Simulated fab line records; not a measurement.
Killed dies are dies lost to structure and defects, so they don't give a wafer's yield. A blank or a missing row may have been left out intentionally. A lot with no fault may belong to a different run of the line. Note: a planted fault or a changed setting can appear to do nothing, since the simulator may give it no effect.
fab line records	flow n5Finfet
[record] lots = 24	wafers = 72	lastDay = 18
route steps=1938 shown BEOL_M2@891
lots untouched by any fault: they come from a run of this same line in which no faults occurred
startH: the number of hours between the record's first day and the start of the first shown wafer of the lot	waitH: hours from the lot's prior step to this one	" as in the row above	L1.1+2: several wafers, shown together as one row	- either no value or no given start	* or withheld: withheld	< > ~ a bound
route shown NAME@n: a module of which the file shows steps, and the number in the route of the first	usual: mean and standard deviation over wafers with no fault	same: alike in all rows	chamber/n: place in a boat	sites: per-site readings	_std_site: their standard deviation	_edge_site: inner sites' mean taken away from outer sites' mean	radiusMm: for every site, how far away it sits from the centre of the wafer	mask NAME#n: copy n	behind: tool/chamber where the wafer was last shaped	hold: the reason the lot was held/the length of the hold in hours/how it ended	device: which transistor (n, p or np) failed to switch	end of line: tests of these same wafers at the route's end	step lacking rows: just its recipe	killed: the dies lost at the first sort to structure and to defects; this is not the yield of the wafer	map: a wafer's dies, x killed, . not, _ none there
set.NAME: the setting that was run; set.NAME@STEP: the one run at that earlier step	model.NAME: the simulator's own value behind a step, which no gauge read
the route's steps for a sample of lots (tables are steps, rows are wafers)
services: a tool's chamber out of use, with start hour (startH, from the record's first day; less than 0 if before it), hours out, and reason
[[steps]]
[step N5_BEOL_M2_ETCH_41]
[recipe] chemistry = CH3F/O2	target = SiCN	targetDepthA = 299	taperDeg = 2	timeS = 52.5	ionEnergyEv = 120	maskMaterial = TiN	pressureMtorr = 30	sourceW = 395	biasW = 75	Ar_flow_sccm = 150	CH3F_flow_sccm = 30	O2_flow_sccm = 20
[usual] drypumpMotorCurrentA = 5.9/0.33	oesProductAu = 0.80/0.091	rfVppV = 297.9/1.9	showerheadPlenumPTorr = 2.03/0.081	throttleValvePct = 16.22/0.21
lot.wafer	tool	chamber	startH	waitH	drypumpMotorCurrentA	oesProductAu	rfHoursCounterH	rfVppV	showerheadPlenumPTorr	throttleValvePct
L074.1	rieDiel-04	3	-	-	5.8	0.69	233	295.3	1.90	16.18
L074.4	"	0	"	"	5.9	0.91	23	299.4	2.10	16.22
L074.6	"	0	"	"	5.9	0.92	-	301.5	2.10	16.21
L075.2	rieDiel-02	3	-	-	6.8	0.68	223	296.6	1.98	16.82
L075.3	"	0	"	"	5.8	0.73	169	294.6	1.89	16.08
L075.6	"	2	"	"	5.9	0.71	-	296.5	1.99	16.49
L076.1	rieDiel-04	3	-	-	5.8	0.69	245	296.7	1.89	16.18
L076.3	"	2	"	"	5.9	0.84	72	298.9	2.10	16.20
L076.6	"	0	"	"	5.9	0.88	-	299.4	2.09	16.22
L078.2	rieDiel-04	2	-	-	5.9	0.83	73	299.8	2.09	16.19
L078.3	"	3	"	"	5.8	0.68	246	294.5	1.89	16.17
L078.5	"	0	"	"	5.9	0.87	-	300.2	2.09	16.25
L081.1	rieDiel-04	3	-	-	5.8	0.67	250	296.5	1.89	16.18
L081.2	"	0	"	"	5.9	0.86	41	299.5	2.09	16.24
L081.4	"	3	"	"	5.8	0.68	-	294.4	1.89	16.19
L077.2	rieDiel-02	3	-	-	6.8	0.67	232	296.6	1.97	16.83
L077.4	"	0	"	"	5.8	0.72	178	294.4	1.89	16.09
L077.6	"	0	"	"	5.8	0.72	-	295.9	1.89	16.09
L079.1	rieDiel-04	3	-	-	5.8	0.68	250	295.5	1.89	16.20
L079.5	"	2	"	"	6.0	0.83	-	298.5	2.09	16.18
L079.6	"	0	"	"	5.9	0.86	-	298.2	2.09	16.25
L080.1	rieDiel-04	3	-	-	5.8	0.68	251	295.6	1.89	16.20
L080.3	"	0	"	"	5.9	0.87	41	300.5	2.09	16.26
L080.5	"	0	"	"	5.9	0.86	-	300.1	2.09	16.23
L082.2	rieDiel-04	3	-	-	5.8	0.68	251	294.4	1.89	16.18
L082.3	"	0	"	"	5.9	0.88	42	298.6	2.09	16.24
L082.4	"	3	"	"	5.9	0.68	-	293.8	1.89	16.19
L083.1	rieDiel-06	0	-	-	6.4	0.74	140	296.2	2.01	16.16
L083.5	"	0	"	"	6.4	0.75	-	298.5	2.01	16.16
L083.6	"	1	"	"	5.7	0.79	-	297.1	1.94	16.14
L084.3	rieDiel-02	2	-	-	5.8	0.70	244	296.2	1.99	16.51
L084.4	"	3	"	"	6.8	0.66	239	297.0	1.97	16.84
L084.6	"	3	"	"	6.8	0.67	-	295.7	1.97	16.84
L085.1	rieDiel-04	1	-	-	5.8	0.92	10	298.3	2.05	16.13
L085.3	"	0	"	"	5.9	0.83	55	299.6	2.08	16.27
L085.5	"	2	"	"	6.0	0.82	-	299.3	2.09	16.23
L086.1	rieDiel-04	3	-	-	5.8	0.98	4	299.2	2.14	15.71
L086.3	"	2	"	"	5.9	0.82	93	301.1	2.09	16.21
L086.6	"	3	"	"	5.8	0.98	-	299.6	2.14	15.70
L087.2	rieDiel-06	1	-	-	5.8	0.78	105	295.7	1.94	16.18
L087.5	"	3	"	"	6.4	0.77	-	299.1	2.08	16.22
L087.6	"	0	"	"	6.4	0.74	-	296.1	2.01	16.17
L088.1	rieDiel-04	0	-	-	5.9	0.84	59	299.7	2.08	16.28
L088.4	"	3	"	"	5.8	0.97	8	302.2	2.14	15.72
L088.5	"	1	"	"	5.9	0.91	-	298.2	2.05	16.13
L089.1	rieDiel-02	2	-	-	5.9	0.99	4	296.2	1.98	16.09
L089.4	"	2	"	"	5.9	0.98	-	296.9	1.98	16.09
L089.6	"	1	"	"	6.3	0.80	-	297.6	2.04	16.38
L091.2	rieDiel-04	0	-	-	5.9	0.82	63	299.0	2.08	16.28
L091.3	"	3	"	"	5.8	0.94	12	300.7	2.14	15.73
L091.5	"	2	"	"	5.9	0.79	-	298.8	2.09	16.22
L090.3	rieDiel-02	0	-	-	5.8	0.69	208	294.9	1.88	16.16
L090.4	"	2	"	"	5.8	0.99	-	296.8	1.98	16.08
L090.6	"	1	"	"	6.3	0.80	-	297.3	2.04	16.38
L093.3	rieDiel-06	1	-	-	5.7	0.76	120	297.3	1.93	16.20
L093.5	"	1	"	"	5.7	0.77	-	295.3	1.93	16.19
L093.6	"	2	"	"	4.9	0.70	-	295.9	1.97	16.40
L092.1	rieDiel-04	0	-	-	5.9	0.84	69	298.7	2.08	16.31
L092.2	"	3	"	"	5.8	0.94	18	300.4	2.13	15.72
L092.5	"	3	"	"	5.8	0.93	-	298.5	2.13	15.74
L094.2	rieDiel-04	2	-	-	6.0	0.79	108	299.1	2.08	16.25
L094.3	"	0	"	"	5.9	0.83	69	298.4	2.08	16.30
L094.6	"	3	"	"	5.8	0.94	-	298.6	2.13	15.71
L095.2	rieDiel-06	0	-	-	6.4	0.72	167	298.2	2.00	16.22
L095.5	"	3	"	"	6.4	0.75	-	298.5	2.07	16.24
L095.6	"	2	"	"	4.9	0.69	-	294.8	1.97	16.41
L096.4	rieDiel-02	3	-	-	6.8	0.92	8	295.7	1.96	16.35
L096.5	"	0	"	"	5.7	0.69	-	296.8	1.87	16.19
L096.6	"	1	"	"	6.3	0.79	-	299.7	2.03	16.41
L097.2	rieDiel-04	3	-	-	5.8	0.93	25	299.0	2.13	15.75
L097.3	"	2	"	"	6.0	0.80	114	300.4	2.08	16.26
L097.6	"	2	"	"	6.0	0.79	-	297.9	2.08	16.26
[step N5_BEOL_M2_ANNEAL_49]
[recipe] tempC = 400	timeS = 240	ambient = vacuum
[usual] heaterPowerW = 836/110
lot.wafer	tool	chamber	startH	waitH	heaterPowerW
L074.1	pvdSputter-02	-	145.58	0.0	806
L074.4	"	-	"	"	974
L074.6	"	-	"	"	984
L075.2	pvdSputter-03	-	146.99	0.0	937
L075.3	"	-	"	"	667
L075.6	"	-	"	"	713
L076.1	pvdSputter-03	-	170.52	0.0	911
L076.3	"	-	"	"	668
L076.6	"	-	"	"	641
L078.2	pvdSputter-01	-	172.55	0.0	762
L078.3	"	-	"	"	886
L078.5	"	-	"	"	760
L081.1	pvdSputter-03	-	179.10	0.0	933
L081.2	"	-	"	"	724
L081.4	"	-	"	"	784
L077.2	pvdSputter-02	-	179.48	0.0	771
L077.4	"	-	"	"	996
L077.6	"	-	"	"	790
L079.1	pvdSputter-01	-	180.10	0.0	768
L079.5	"	-	"	"	793
L079.6	"	-	"	"	923
L080.1	pvdSputter-02	-	181.32	0.0	1003
L080.3	"	-	"	"	751
L080.5	"	-	"	"	746
L082.2	pvdSputter-01	-	182.86	0.0	843
L082.3	"	-	"	"	895
L082.4	"	-	"	"	769
L083.1	pvdSputter-02	-	194.29	0.0	1030
L083.5	"	-	"	"	992
L083.6	"	-	"	"	989
L084.3	pvdSputter-03	-	200.78	0.0	757
L084.4	"	-	"	"	723
L084.6	"	-	"	"	652
L085.1	pvdSputter-02	-	218.06	0.0	795
L085.3	"	-	"	"	984
L085.5	"	-	"	"	743
L086.1	pvdSputter-02	-	222.68	0.0	769
L086.3	"	-	"	"	973
L086.6	"	-	"	"	775
L087.2	pvdSputter-01	-	222.86	0.0	916
L087.5	"	-	"	"	849
L087.6	"	-	"	"	791
L088.1	pvdSputter-02	-	237.33	0.0	997
L088.4	"	-	"	"	999
L088.5	"	-	"	"	1028
L091.2	pvdSputter-03	-	247.17	0.0	924
L091.3	"	-	"	"	718
L091.5	"	-	"	"	659
L089.1	pvdSputter-02	-	247.37	0.0	796
L089.4	"	-	"	"	997
L089.6	"	-	"	"	978
L090.3	pvdSputter-01	-	252.24	0.0	881
L090.4	"	-	"	"	852
L090.6	"	-	"	"	949
L093.3	pvdSputter-03	-	259.22	0.0	929
L093.5	"	-	"	"	627
L093.6	"	-	"	"	735
L092.1	pvdSputter-02	-	264.63	0.0	988
L092.2	"	-	"	"	989
L092.5	"	-	"	"	768
L094.2	pvdSputter-01	-	266.36	0.0	915
L094.3	"	-	"	"	883
L094.6	"	-	"	"	835
L095.2	pvdSputter-03	-	269.30	0.0	804
L095.5	"	-	"	"	925
L095.6	"	-	"	"	746
L096.4	pvdSputter-02	-	282.35	0.0	759
L096.5	"	-	"	"	766
L096.6	"	-	"	"	810
L097.2	pvdSputter-03	-	282.81	0.0	655
L097.3	"	-	"	"	932
L097.6	"	-	"	"	954
[step N5_BEOL_M2_SPUTTER_79]
[recipe] material = Cu	targetThkA = 45	tempC = -20	chamberPressurePa = 0.07	powerW = withheld	timeS = 8.29
[usual] throttleValvePct = 29.8/0.95
lot.wafer	tool	chamber	startH	waitH	throttleValvePct
L074.1	pvdSputter-02	-	145.72	0.1	27.6
L074.4	"	-	"	"	28.8
L074.6	"	-	"	"	29.9
L075.2	pvdSputter-03	-	147.13	0.1	31.2
L075.3	"	-	"	"	30.9
L075.6	"	-	"	"	30.2
L076.1	pvdSputter-03	-	170.66	0.1	31.1
L076.3	"	-	"	"	30.6
L076.6	"	-	"	"	30.8
L078.2	pvdSputter-01	-	172.69	0.1	30.3
L078.3	"	-	"	"	29.2
L078.5	"	-	"	"	30.6
L081.1	pvdSputter-03	-	179.24	0.1	31.2
L081.2	"	-	"	"	29.9
L081.4	"	-	"	"	29.6
L077.2	pvdSputter-02	-	179.62	0.1	30.6
L077.4	"	-	"	"	28.8
L077.6	"	-	"	"	30.6
L079.1	pvdSputter-01	-	180.24	0.1	30.6
L079.5	"	-	"	"	30.3
L079.6	"	-	"	"	29.9
L080.1	pvdSputter-02	-	181.46	0.1	28.6
L080.3	"	-	"	"	30.6
L080.5	"	-	"	"	30.5
L082.2	pvdSputter-01	-	183.00	0.1	29.9
L082.3	"	-	"	"	29.2
L082.4	"	-	"	"	30.4
L083.1	pvdSputter-02	-	194.43	0.1	28.6
L083.5	"	-	"	"	30.2
L083.6	"	-	"	"	28.8
L084.3	pvdSputter-03	-	200.92	0.1	29.9
L084.4	"	-	"	"	30.0
L084.6	"	-	"	"	30.7
L085.1	pvdSputter-02	-	218.20	0.1	27.6
L085.3	"	-	"	"	29.0
L085.5	"	-	"	"	30.4
L086.1	pvdSputter-02	-	222.82	0.1	30.3
L086.3	"	-	"	"	29.7
L086.6	"	-	"	"	30.3
L087.2	pvdSputter-01	-	223.00	0.1	29.9
L087.5	"	-	"	"	30.1
L087.6	"	-	"	"	30.1
L088.1	pvdSputter-02	-	237.47	0.1	29.1
L088.4	"	-	"	"	30.1
L088.5	"	-	"	"	28.9
L091.2	pvdSputter-03	-	247.31	0.1	31.0
L091.3	"	-	"	"	30.5
L091.5	"	-	"	"	30.9
L089.1	pvdSputter-02	-	247.51	0.1	27.7
L089.4	"	-	"	"	28.8
L089.6	"	-	"	"	28.6
L090.3	pvdSputter-01	-	252.38	0.1	29.0
L090.4	"	-	"	"	30.1
L090.6	"	-	"	"	30.2
L093.3	pvdSputter-03	-	259.36	0.1	31.1
L093.5	"	-	"	"	30.7
L093.6	"	-	"	"	30.2
L092.1	pvdSputter-02	-	264.77	0.1	28.8
L092.2	"	-	"	"	30.2
L092.5	"	-	"	"	30.3
L094.2	pvdSputter-01	-	266.50	0.1	30.0
L094.3	"	-	"	"	29.1
L094.6	"	-	"	"	29.9
L095.2	pvdSputter-03	-	269.44	0.1	29.8
L095.5	"	-	"	"	31.2
L095.6	"	-	"	"	29.9
L096.4	pvdSputter-02	-	282.49	0.1	30.6
L096.5	"	-	"	"	30.6
L096.6	"	-	"	"	27.4
L097.2	pvdSputter-03	-	282.95	0.1	30.8
L097.3	"	-	"	"	31.2
L097.6	"	-	"	"	31.2
[step N5_BEOL_M2_ANNEAL_95]
[recipe] tempC = 400	timeS = 240	ambient = vacuum
[usual] heaterPowerW = 837/110
lot.wafer	tool	chamber	startH	waitH	heaterPowerW
L074.1	pvdSputter-02	-	147.12	0.0	799
L074.4	"	-	"	"	1015
L074.6	"	-	"	"	976
L075.2	pvdSputter-03	-	148.53	0.0	932
L075.3	"	-	"	"	643
L075.6	"	-	"	"	734
L076.1	pvdSputter-03	-	172.06	0.0	922
L076.3	"	-	"	"	657
L076.6	"	-	"	"	647
L078.2	pvdSputter-01	-	174.09	0.0	766
L078.3	"	-	"	"	895
L078.5	"	-	"	"	784
L081.1	pvdSputter-03	-	180.64	0.0	934
L081.2	"	-	"	"	725
L081.4	"	-	"	"	803
L077.2	pvdSputter-02	-	181.02	0.0	757
L077.4	"	-	"	"	1001
L077.6	"	-	"	"	765
L079.1	pvdSputter-01	-	181.64	0.0	775
L079.5	"	-	"	"	757
L079.6	"	-	"	"	943
L080.1	pvdSputter-02	-	182.86	0.0	992
L080.3	"	-	"	"	779
L080.5	"	-	"	"	765
L082.2	pvdSputter-01	-	184.40	0.0	842
L082.3	"	-	"	"	862
L082.4	"	-	"	"	759
L083.1	pvdSputter-02	-	195.83	0.0	993
L083.5	"	-	"	"	993
L083.6	"	-	"	"	994
L084.3	pvdSputter-03	-	202.32	0.0	776
L084.4	"	-	"	"	718
L084.6	"	-	"	"	661
L085.1	pvdSputter-02	-	219.60	0.0	805
L085.3	"	-	"	"	995
L085.5	"	-	"	"	755
L086.1	pvdSputter-02	-	224.22	0.0	772
L086.3	"	-	"	"	986
L086.6	"	-	"	"	761
L087.2	pvdSputter-01	-	224.40	0.0	923
L087.5	"	-	"	"	839
L087.6	"	-	"	"	759
L088.1	pvdSputter-02	-	238.87	0.0	999
L088.4	"	-	"	"	986
L088.5	"	-	"	"	1017
L091.2	pvdSputter-03	-	248.71	0.0	904
L091.3	"	-	"	"	729
L091.5	"	-	"	"	657
L089.1	pvdSputter-02	-	248.91	0.0	803
L089.4	"	-	"	"	1003
L089.6	"	-	"	"	1009
L090.3	pvdSputter-01	-	253.78	0.0	908
L090.4	"	-	"	"	858
L090.6	"	-	"	"	895
L093.3	pvdSputter-03	-	260.76	0.0	944
L093.5	"	-	"	"	671
L093.6	"	-	"	"	731
L092.1	pvdSputter-02	-	266.17	0.0	994
L092.2	"	-	"	"	992
L092.5	"	-	"	"	770
L094.2	pvdSputter-01	-	267.90	0.0	923
L094.3	"	-	"	"	881
L094.6	"	-	"	"	822
L095.2	pvdSputter-03	-	270.84	0.0	805
L095.5	"	-	"	"	914
L095.6	"	-	"	"	732
L096.4	pvdSputter-02	-	283.89	0.0	782
L096.5	"	-	"	"	764
L096.6	"	-	"	"	809
L097.2	pvdSputter-03	-	284.35	0.0	636
L097.3	"	-	"	"	925
L097.6	"	-	"	"	913
[step N5_BEOL_M2_SPUTTER_96]
[recipe] material = Cu	targetThkA = 45	tempC = -20	chamberPressurePa = 0.07	powerW = withheld	timeS = 8.29
[usual] throttleValvePct = 29.8/0.92
lot.wafer	tool	chamber	startH	waitH	throttleValvePct
L074.1	pvdSputter-02	-	147.26	0.1	27.9
L074.4	"	-	"	"	28.8
L074.6	"	-	"	"	29.9
L075.2	pvdSputter-03	-	148.67	0.1	31.1
L075.3	"	-	"	"	31.0
L075.6	"	-	"	"	30.3
L076.1	pvdSputter-03	-	172.20	0.1	31.1
L076.3	"	-	"	"	30.5
L076.6	"	-	"	"	30.6
L078.2	pvdSputter-01	-	174.23	0.1	30.3
L078.3	"	-	"	"	29.3
L078.5	"	-	"	"	30.1
L081.1	pvdSputter-03	-	180.78	0.1	31.1
L081.2	"	-	"	"	30.3
L081.4	"	-	"	"	29.6
L077.2	pvdSputter-02	-	181.16	0.1	30.4
L077.4	"	-	"	"	28.6
L077.6	"	-	"	"	30.7
L079.1	pvdSputter-01	-	181.78	0.1	30.3
L079.5	"	-	"	"	30.5
L079.6	"	-	"	"	30.2
L080.1	pvdSputter-02	-	183.00	0.1	28.8
L080.3	"	-	"	"	30.7
L080.5	"	-	"	"	30.6
L082.2	pvdSputter-01	-	184.54	0.1	30.0
L082.3	"	-	"	"	29.4
L082.4	"	-	"	"	30.4
L083.1	pvdSputter-02	-	195.97	0.1	28.6
L083.5	"	-	"	"	30.0
L083.6	"	-	"	"	28.7
L084.3	pvdSputter-03	-	202.46	0.1	29.7
L084.4	"	-	"	"	30.0
L084.6	"	-	"	"	30.7
L085.1	pvdSputter-02	-	219.74	0.1	27.7
L085.3	"	-	"	"	28.7
L085.5	"	-	"	"	30.7
L086.1	pvdSputter-02	-	224.36	0.1	30.5
L086.3	"	-	"	"	29.7
L086.6	"	-	"	"	30.5
L087.2	pvdSputter-01	-	224.54	0.1	30.3
L087.5	"	-	"	"	29.9
L087.6	"	-	"	"	30.4
L088.1	pvdSputter-02	-	239.01	0.1	28.7
L088.4	"	-	"	"	29.8
L088.5	"	-	"	"	29.0
L091.2	pvdSputter-03	-	248.85	0.1	31.3
L091.3	"	-	"	"	30.0
L091.5	"	-	"	"	30.8
L089.1	pvdSputter-02	-	249.05	0.1	27.5
L089.4	"	-	"	"	28.7
L089.6	"	-	"	"	29.1
L090.3	pvdSputter-01	-	253.92	0.1	29.3
L090.4	"	-	"	"	29.8
L090.6	"	-	"	"	30.3
L093.3	pvdSputter-03	-	260.90	0.1	30.8
L093.5	"	-	"	"	31.0
L093.6	"	-	"	"	30.1
L092.1	pvdSputter-02	-	266.31	0.1	28.7
L092.2	"	-	"	"	30.1
L092.5	"	-	"	"	30.6
L094.2	pvdSputter-01	-	268.04	0.1	29.9
L094.3	"	-	"	"	29.1
L094.6	"	-	"	"	30.0
L095.2	pvdSputter-03	-	270.98	0.1	29.5
L095.5	"	-	"	"	31.0
L095.6	"	-	"	"	30.0
L096.4	pvdSputter-02	-	284.03	0.1	30.7
L096.5	"	-	"	"	30.4
L096.6	"	-	"	"	27.7
L097.2	pvdSputter-03	-	284.49	0.1	30.7
L097.3	"	-	"	"	31.1
L097.6	"	-	"	"	31.3
[step N5_BEOL_M2_INSPECT_59]
[recipe] inspectInstrument = darkfield	mode = postDep
[usual] rawDefectCount = 76/24
lot.wafer	tool	chamber	startH	waitH	rawDefectCount
L074.1	defectInspect-01	-	148.35	0.0	97
L074.4	"	-	"	"	70
L074.6	"	-	"	"	79
L075.2	defectInspect-02	-	149.93	0.0	56
L075.3	"	-	"	"	88
L075.6	"	-	"	"	80
L076.1	defectInspect-02	-	173.50	0.0	35
L076.3	"	-	"	"	55
L076.6	"	-	"	"	66
L078.2	defectInspect-02	-	175.39	0.0	89
L078.3	"	-	"	"	119
L078.5	"	-	"	"	92
L081.1	defectInspect-02	-	181.85	0.0	76
L081.2	"	-	"	"	78
L081.4	"	-	"	"	82
L077.2	defectInspect-02	-	182.24	0.0	85
L077.4	"	-	"	"	113
L077.6	"	-	"	"	103
L079.1	defectInspect-01	-	182.89	0.0	112
L079.5	"	-	"	"	66
L079.6	"	-	"	"	86
L080.1	defectInspect-01	-	184.14	0.0	44
L080.3	"	-	"	"	52
L080.5	"	-	"	"	56
L082.2	defectInspect-01	-	185.63	0.0	71
L082.3	"	-	"	"	74
L082.4	"	-	"	"	100
L083.1	defectInspect-02	-	197.05	0.0	45
L083.5	"	-	"	"	71
L083.6	"	-	"	"	71
L084.3	defectInspect-02	-	203.53	0.0	49
L084.4	"	-	"	"	62
L084.6	"	-	"	"	43
L085.1	defectInspect-01	-	220.81	0.0	82
L085.3	"	-	"	"	83
L085.5	"	-	"	"	76
L086.1	defectInspect-02	-	225.43	0.0	29
L086.3	"	-	"	"	71
L086.6	"	-	"	"	49
L087.2	defectInspect-02	-	225.63	0.0	78
L087.5	"	-	"	"	86
L087.6	"	-	"	"	55
L088.1	defectInspect-02	-	240.13	0.0	44
L088.4	"	-	"	"	59
L088.5	"	-	"	"	77
L091.2	defectInspect-01	-	249.92	0.0	91
L091.3	"	-	"	"	54
L091.5	"	-	"	"	64
L089.1	defectInspect-01	-	250.17	0.0	145
L089.4	"	-	"	"	95
L089.6	"	-	"	"	64
L090.3	defectInspect-01	-	255.03	0.0	93
L090.4	"	-	"	"	106
L090.6	"	-	"	"	66
L093.3	defectInspect-01	-	262.14	0.0	95
L093.5	"	-	"	"	45
L093.6	"	-	"	"	33
L092.1	defectInspect-02	-	267.46	0.0	68
L092.2	"	-	"	"	79
L092.5	"	-	"	"	94
L094.2	defectInspect-02	-	269.36	0.0	111
L094.3	"	-	"	"	89
L094.6	"	-	"	"	81
L095.2	defectInspect-02	-	272.05	0.0	83
L095.5	"	-	"	"	48
L095.6	"	-	"	"	77
L096.4	defectInspect-01	-	285.11	0.0	78
L096.5	"	-	"	"	102
L096.6	"	-	"	"	66
L097.2	defectInspect-02	-	285.59	0.0	97
L097.3	"	-	"	"	93
L097.6	"	-	"	"	100
[[services]]
tool	chamber	startH	hours	kind
rieDiel-04	-	137.64	1.0	repair
pvdSputter-02	-	138.18	3.5	repair
rieDiel-02	-	158.13	14.6	pm
rieDiel-04	1	166.78	-	clean
rieDiel-04	1	166.78	-	consumableReplace:focusRing
rieDiel-04	1	166.78	21.4	scheduledDown
rieDiel-04	1	166.78	21.4	ventCycle
rieDiel-04	3	188.31	-	clean
rieDiel-04	3	188.31	-	consumableReplace:focusRing
rieDiel-04	3	188.31	-	consumableReplace:showerhead
rieDiel-04	3	188.31	15.4	scheduledDown
rieDiel-04	3	188.31	15.4	ventCycle
rieDiel-06	2	189.17	6.4	repair
rieDiel-06	-	195.09	0.2	repair
rieDiel-02	2	211.37	-	clean
rieDiel-02	2	211.37	-	consumableReplace:focusRing
rieDiel-02	2	211.37	23.8	scheduledDown
rieDiel-02	2	211.37	23.8	ventCycle
rieDiel-02	3	235.38	-	clean
rieDiel-02	3	235.38	-	consumableReplace:focusRing
rieDiel-06	2	274.97	-	clean
rieDiel-06	2	274.97	-	consumableReplace:focusRing
rieDiel-06	2	274.97	20.6	scheduledDown
rieDiel-06	-	279.75	0.6	repair
[[key]]
fault none
